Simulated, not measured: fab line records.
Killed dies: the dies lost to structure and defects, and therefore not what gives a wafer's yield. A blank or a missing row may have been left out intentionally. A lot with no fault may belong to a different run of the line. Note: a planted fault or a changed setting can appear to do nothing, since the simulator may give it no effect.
Matching of chambers :: flow n5Finfet :: 4 sister chambers for N5_GATE_CUT_SAC_CAP_01 on aldSin-02
The step material SiNx, target thk 24 nm, pulse time 1 s, ald cycles 480. 4 wafers are shown with their chamber, then 12 later ones without.

EACH WAFER AND ITS CHAMBER
wafer: L082.5
chamber: 2
heaterPowerW (W): 774

wafer: L087.5
chamber: 1
heaterPowerW (W): 844

wafer: L088.1
chamber: 3
heaterPowerW (W): 808

wafer: L088.5
chamber: 0
heaterPowerW (W): 936

WAFERS WITHOUT THEIR CHAMBER
wafer: L090.1
heaterPowerW (W): 799

wafer: L090.3
heaterPowerW (W): 821

wafer: L090.4
heaterPowerW (W): 944

wafer: L092.1
heaterPowerW (W): 829

wafer: L092.2
heaterPowerW (W): 777

wafer: L092.3
heaterPowerW (W): 833

wafer: L093.1
heaterPowerW (W): 939

wafer: L093.4
heaterPowerW (W): 832

wafer: L093.5
heaterPowerW (W): 765

wafer: L095.2
heaterPowerW (W): 765

wafer: L095.3
heaterPowerW (W): 937

wafer: L095.4
heaterPowerW (W): 832

EACH ONE'S CHAMBER
wafer: L090.1
from the rows above: can't be placed: 3 or 2
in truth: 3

wafer: L090.3
from the rows above: can't be placed: 3 or 1
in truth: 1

wafer: L090.4
from the rows above: 0
in truth: 0

wafer: L092.1
from the rows above: can't be placed: 1 or 3
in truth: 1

wafer: L092.2
from the rows above: 2
in truth: 2

wafer: L092.3
from the rows above: can't be placed: 1 or 3
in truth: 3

wafer: L093.1
from the rows above: 0
in truth: 0

wafer: L093.4
from the rows above: can't be placed: 1 or 3
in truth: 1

wafer: L093.5
from the rows above: 2
in truth: 2

wafer: L095.2
from the rows above: 2
in truth: 2

wafer: L095.3
from the rows above: 0
in truth: 0

wafer: L095.4
from the rows above: can't be placed: 1 or 3
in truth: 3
Correctly placed: 6 of 12. These rows do not allow placing 6 (true chamber among the candidates in 6). 0 placed wrongly.
How it was worked out, from the rows above alone: a wafer's distance from a chamber is the root of the sum, over the readings, of the square of ((its reading less the chamber's mean) divided by the reading's scatter). If the next closest chamber is less than 2 further off than the closest, the wafer can't be placed; otherwise it belongs to the closest. The mean given for a chamber averages the wafers shown for that chamber. The scatter (one wafer shown for each chamber): square how far every hidden wafer sits from the nearest shown wafer, average those squares and take the square root.
